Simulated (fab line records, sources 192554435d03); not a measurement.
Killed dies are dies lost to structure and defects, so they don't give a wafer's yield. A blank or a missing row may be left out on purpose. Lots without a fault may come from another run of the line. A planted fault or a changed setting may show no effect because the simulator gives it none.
Split-lot experiment | flow n5_finfet | 7 lots, 21 wafers read, on a route of 1938 steps

THE SPLIT
At N5_BEOL_M1_PECVD_72 (deposits SiO2 from TEOS/O2, target thk 16 nm, time 18 s), the setting time_s was moved away from the recipe's 18 s on 6 of the 21 wafers read, by -14.9% to -3.9%. The other wafers ran this setting at the recipe's value.

The reading is taken at the split's own step.

THE READING
SiO2_of_BEOL_M1_PECVD_72.thk_nm (the simulator's own value, which no gauge read), in nm, at N5_BEOL_M1_PECVD_72 (deposits SiO2 from TEOS/O2, target thk 16 nm, time 18 s). The file gives no usual value for it. The 15 wafers here that ran the recipe average 16.0 nm, standard deviation 0.27 nm.

wafer  | tool, chamber at the split | time_s as run, s | against the recipe | SiO2_of_BEOL_M1_PECVD_72.thk_nm, nm | against lot-mates on the recipe
L075.1 | pecvd-02, 2                | 18               | recipe             | 16.2                                | -
L075.2 | pecvd-02, 0,1              | 17.3             | -3.9%              | 15.6                                | -0.6
L075.6 | pecvd-02, 0,1              | 17.3             | -3.9%              | 15.6                                | -0.6
L076.1 | pecvd-01, 0,1              | 18               | recipe             | 15.8                                | -
L076.3 | pecvd-01, 0,1              | 18               | recipe             | 15.8                                | -
L076.5 | pecvd-01, 1                | 17.03            | -5.4%              | 15.2                                | -0.6
L080.2 | pecvd-02, 1                | 16.74            | -7.0%              | 14.8                                | -1.4
L080.3 | pecvd-02, 0                | 16.74            | -7.0%              | 15.4                                | -0.8
L080.4 | pecvd-02, 0                | 18               | recipe             | 16.2                                | -
L083.3 | pecvd-02, 0                | 15.31            | -14.9%             | 13.8                                | -2.4
L083.4 | pecvd-02, 2,0              | 18               | recipe             | 16.2                                | -
L083.5 | pecvd-02, 2,0              | 18               | recipe             | 16.2                                | -
L084.1 | pecvd-04, 2                | 18               | recipe             | 16                                  | -
L084.2 | pecvd-04, 1                | 18               | recipe             | 15.6                                | -
L084.5 | pecvd-04, 2                | 18               | recipe             | 16.4                                | -
L092.3 | pecvd-04, 1                | 18               | recipe             | 15.6                                | -
L092.4 | pecvd-04, 1                | 18               | recipe             | 16                                  | -
L092.5 | pecvd-04, 2                | 18               | recipe             | 16.4                                | -
L094.1 | pecvd-04, 1                | 18               | recipe             | 15.6                                | -
L094.4 | pecvd-04, 0                | 18               | recipe             | 16.2                                | -
L094.5 | pecvd-04, 1                | 18               | recipe             | 15.8                                | -
Where a row lists several chambers, the file gives one row for several wafers and doesn't say which wafer went through which chamber.

THE FIT
A straight line over all 21 wafers: SiO2_of_BEOL_M1_PECVD_72.thk_nm changes by +0.141 nm for each +1% of time_s; r = +0.90; the points scatter about the line by 0.27 nm.
The same after taking each lot's own level away (the mean of its wafers on the recipe; 21 wafers): +0.156 nm for each +1%; r = +0.93; scatter 0.24 nm.
On that fit, the largest move of time_s shifts the reading by 2.3 nm.
The lots' own levels span 15.80 to 16.20 nm, that is 1.5 times the standard deviation above.
So the lot-to-lot level changes the slope: the two fits differ.
Check: with one of the wafers moved furthest among these (-14.9%) left out of the fit, the line predicts -2.22 nm for it against its lot-mates. It came out at -2.4 nm against them.

OTHER SPLITS ON THESE WAFERS
These wafers also went through other splits before the reading. Each is held against what the fit with the lots' levels taken away leaves over:
other split on the same wafers           | wafers away from the commonest value | r with SiO2_of_BEOL_M1_PECVD_72.thk_nm (lot level and that fit taken away)
N5_SDB_COAT_05 spin_rpm                  | 7                                    | -0.06
N5_HKMG_FIN_ETCH_55 time_s               | 4                                    | +0.01
N5_HKMG_FIN_ETCH_58 source_w             | 9                                    | +0.23
N5_MOL_CONTACT_COAG_VIA_ETCH_117 bias_w  | 4                                    | +0.27
N5_MOL_CONTACT_COAG_CVD_140 target_thk_a | 10                                   | +0.23

THE FILE'S OWN FIT
SiO2_of_BEOL_M1_PECVD_72.thk_nm changes by +0.155 nm for each +1% of time_s, r = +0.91.
